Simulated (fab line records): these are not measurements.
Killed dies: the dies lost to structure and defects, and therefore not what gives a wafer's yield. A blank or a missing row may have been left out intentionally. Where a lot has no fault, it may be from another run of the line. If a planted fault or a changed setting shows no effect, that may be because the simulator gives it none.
Comparing a struck lot with a sound one ; flow n5Finfet ; 40 steps out of a route of 1938
Sound: these wafers, L237.3, L237.5, L237.6. The struck wafers were L229.1, L229.5, L229.6. Last of all comes the cause.
Per side, at each step with rows, come the tool, then ch with its chambers, and then its first start. Under that, the readings that differ: sound wafers ; struck wafers ; difference of the means ; sigmas: that difference in standard deviations of wafers without a fault.
alike: readings with means less than 2 such deviations apart, plus words and numbers identical on both sides. not compared: withheld readings, readings lacking a value on some wafer, bounds such as >300 that could conceal the same value, and numbers that have no deviation in the record and whose values overlap.
The two part at a step that has a row with sigmas, a row that says differs or no value, or rows on one side only. Numbers that have no deviation but don't overlap get no sigmas and don't part them. A reading that every wafer of one side lacks parts them only if that side has two wafers or more.

first, 11 steps without rows for these wafers: N5_PMOS_HMC_CHANNEL_EPI_ETCH_38 (etches SiO2 in CF4, target depth 1.5 nm); N5_PMOS_HMC_CHANNEL_EPI_FIN_RECESS_16 (chemistry HBr/Cl2, target Si, target depth 54 nm, time 18 s); N5_PMOS_HMC_CHANNEL_EPI_PRECLEAN_36 (cleans in O3/DIW, time 45 s); N5_PMOS_HMC_CHANNEL_EPI_PRECLEAN_18 (cleans in DHF, time 30 s); N5_PMOS_HMC_CHANNEL_EPI_SRD_19 (time 30 s); N5_PMOS_HMC_CHANNEL_EPI_EPI_20 (deposits SiGe30, target thk 59 nm); N5_PMOS_HMC_CHANNEL_EPI_HM_STRIP_35 (strips SiO2 in dHF, material SiO2, target depth 39.6 nm, time 216 s); N5_PMOS_HMC_CHANNEL_EPI_SRD_39 (time 30 s); N5_PMOS_HMC_CHANNEL_EPI_CMP_21 (polishes SiGe30, target thk 54 nm); N5_PMOS_HMC_CHANNEL_EPI_PRECLEAN_40 (cleans in DHF, time 30 s); N5_PMOS_HMC_CHANNEL_EPI_PRECLEAN_37 (cleans in O3/DIW, time 45 s).
N5_PMOS_HMC_CHANNEL_EPI_PRECLEAN_24: cleans in DHF, time 30 s.
  sound on wetBench-04 ch 3,4,6, day 6 03:10; struck on wetBench-03 ch 3,4,5, day 4 01:58
  alike: tempC
then, 2 steps without rows for these wafers: N5_PMOS_HMC_CHANNEL_EPI_SRD_25 (time 30 s); N5_PMOS_HMC_CHANNEL_EPI_EPI_26 (deposits Si from SiH4/H2, target thk 3.8 nm, time 22.7 s).
N5_PMOS_HMC_CHANNEL_EPI_INSPECT_30: inspects for defects (darkfield).
  struck on defectInspect-01, day 4 02:37; sound on defectInspect-01, day 6 03:35
reading;sound;struck;difference;sigmas
rawDefectCount;26 26 12;879 912 926;+884;+99 or more
then, 19 steps without rows for these wafers: N5_FIN_SAQP_PRECLEAN_42 (cleans in O3/DIW, time 60 s); N5_FIN_SAQP_PRECLEAN_00 (cleans in SC1, time 60 s); N5_FIN_SAQP_PRECLEAN_44 (cleans in SC2, time 45 s); N5_FIN_SAQP_SRD_01 (time 30 s); N5_FIN_SAQP_ALD_61 (deposits SiO2, target thk 4 nm, pulse time 1 s, purge time 2 s); N5_FIN_SAQP_DENSIFY_62 (time 60 s); N5_FIN_SAQP_HM_DEP_03 (deposits SiNx from SiH4/NH3/N2, target thk 38 nm, time 33.6 s); N5_FIN_SAQP_PECVD_47 (deposits a-Si from SiH4/He, target thk 45 nm, time 36.3 s); N5_FIN_SAQP_PECVD_48 (deposits SiNx from SiH4/NH3/N2, target thk 25 nm, time 22.1 s); N5_FIN_SAQP_PECVD_06 (deposits a-Si from SiH4/He, target thk 60 nm, time 48.1 s); N5_FIN_SAQP_HM_DEP_72 (deposits SiO2 from SiH4/N2O, target thk 12 nm, time 7.2 s); N5_FIN_SAQP_COAT_49 (time 60 s, resist thk 100 nm); N5_FIN_SAQP_COAT_50 (time 60 s, resist thk 35 nm); N5_FIN_SAQP_COAT_10 (resist thk 90 nm); N5_FIN_SAQP_EBR_12; N5_FIN_SAQP_SOFTBAKE_11 (time 60 s); N5_FIN_SAQP_EXPOSE_13 (exposes mask FIN CORE, target cd 35.6 nm); N5_FIN_SAQP_PEB_14 (peb time 60 s); N5_FIN_SAQP_DEVELOP_15 (develop time 30 s).
N5_FIN_SAQP_INSPECT_18: inspects for defects (brightfield).
  struck on defectInspect-01, day 4 03:55; sound on defectInspect-01, day 6 05:11
reading;sound;struck;difference;sigmas
rawDefectCount;364 600 468;1535 1359 1381;+948;+8
then, 1 step without rows for these wafers: N5_FIN_SAQP_DESCUM_21 (chemistry O2, time 7.9 s).
N5_FIN_SAQP_INSPECT_40: inspects for defects (brightfield).
  struck on defectInspect-01, day 4 08:21; sound on defectInspect-01, day 6 09:52
reading;sound;struck;difference;sigmas
rawDefectCount;114 176 178;1090 1154 1111;+962;+14
N5_FIN_CUT_INSPECT_10: inspects for defects (brightfield).
  struck on defectInspect-01, day 4 08:52; sound on defectInspect-01, day 6 10:16
reading;sound;struck;difference;sigmas
rawDefectCount;34 31 43;885 920 939;+879;+73
-- record jumps: 7 days separate the struck wafers' starts on either side; left off in module FIN_CUT, taken up again in module BEOL_M4, whose first shown step is the route's number 1111 --
N5_BEOL_M4_RC_MEAS_101:
  sound on prober-02 ch 0, day 13 05:27; struck on prober-02 ch 0, day 11 09:07
  alike: DIBL_N, DIBL_P, IOFF_N, IOFF_P, ION_N, ION_P, SS_N, SS_P, VT_N, VT_P
-- here the record skips 5 days between the struck wafers' starts before and after, leaving off in module BEOL_M4 and picking up in module PASSIVATION (first step shown: number 1936 of the route) --
N5_PASSIVATION_PROBE_49:
  only the struck wafers here have rows in the record (prober-02, day 16 15:42); the sound ones have none

## WHERE THEY PART
At N5_PMOS_HMC_CHANNEL_EPI_INSPECT_30 first; at N5_PASSIVATION_PROBE_49 last (within this record only).

WHY: the cause the simulator had injected
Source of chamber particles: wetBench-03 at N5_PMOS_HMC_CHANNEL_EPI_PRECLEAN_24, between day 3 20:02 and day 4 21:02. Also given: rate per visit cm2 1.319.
